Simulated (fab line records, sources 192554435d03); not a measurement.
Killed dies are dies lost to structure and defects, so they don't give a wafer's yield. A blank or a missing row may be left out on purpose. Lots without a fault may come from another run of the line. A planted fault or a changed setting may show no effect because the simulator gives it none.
Which tool did it? | flow n5_finfet | 10 lots, 30 wafers sampled, at 3 steps of a route of 1938

WHAT THE GAUGES READ, wafer by wafer
N5_BEOL_M11_CD_MEAS_28: target cd 70 nm.
lot  | measured     | on        | cd_nm (nm)
L126 | day 12 03:23 | cd_sem-02 | 70.1 69.8 69.8
L135 | day 14 03:20 | cd_sem-03 | 70.6 72.6 69.4
L138 | day 14 18:55 | cd_sem-03 | 69.9 72.1 73.0
L141 | day 15 03:59 | cd_sem-01 | 70.9 70.2 70.1
L140 | day 15 19:27 | cd_sem-03 | 70.0 69.3 70.2
L143 | day 16 06:12 | cd_sem-02 | 71.2 70.6 71.2
L145 | day 16 06:59 | cd_sem-02 | 70.0 70.3 71.1
L147 | day 17 16:28 | cd_sem-03 | 67.5 68.7 68.5
L148 | day 17 19:14 | cd_sem-03 | 69.5 70.2 70.1
L149 | day 18 14:52 | cd_sem-03 | 69.7 70.2 70.4

WHICH TOOL RAN EACH LOT (tool, then ch and the chambers of the sampled wafers, then the start)
lot  | N5_BEOL_M11_DESCUM_16              | N5_BEOL_M11_PEB_26
L126 | rie_diel-02 ch 0,1,3, day 12 01:15 | litho_track-03 ch 0, day 12 03:19
L135 | rie_diel-06 ch 2,3, day 14 02:24   | litho_track-01 ch 0, day 14 03:17
L138 | rie_diel-02 ch 0,1,2, day 14 18:01 | litho_track-01 ch 0, day 14 18:50
L141 | rie_diel-05 ch 1,3, day 15 01:11   | litho_track-03 ch 0, day 15 03:55
L140 | rie_diel-06 ch 1,3, day 15 16:13   | litho_track-02 ch 0, day 15 19:23
L143 | rie_diel-02 ch 1,2,3, day 16 04:32 | litho_track-02 ch 0, day 16 06:08
L145 | rie_diel-06 ch 0,2,3, day 16 04:56 | litho_track-03 ch 0, day 16 06:55
L147 | rie_diel-05 ch 0,1,2, day 17 12:44 | litho_track-01 ch 0, day 17 16:23
L148 | rie_diel-05 ch 0,2,3, day 17 17:55 | litho_track-03 ch 0, day 17 19:10
L149 | rie_diel-06 ch 0,1, day 18 12:58   | litho_track-01 ch 0, day 18 14:48
- N5_BEOL_M11_DESCUM_16: chemistry O2, time 7.9 s.
- N5_BEOL_M11_PEB_26: peb time 60 s.

THE ANSWER, worked out from the rows above alone
Rule: what is usual is taken from the lots themselves. Put in order of their means at a reading, lots are off if they are a third of the lots or fewer, leave a main group of 4 or more, and stand apart from it by a gap of 3 or more times the standard deviation of the main group's means; of several such gaps the widest counts. A main group whose means are all the same, to the digits that the tables above print for the reading, isn't used. A lot without any number at a reading at which 4 lots or more have one is off too. The other lots that the step has rows for count as sound.
No lot is off at any reading shown: from this, nothing can be told.

WHAT THE SIMULATOR HAD PUT IN
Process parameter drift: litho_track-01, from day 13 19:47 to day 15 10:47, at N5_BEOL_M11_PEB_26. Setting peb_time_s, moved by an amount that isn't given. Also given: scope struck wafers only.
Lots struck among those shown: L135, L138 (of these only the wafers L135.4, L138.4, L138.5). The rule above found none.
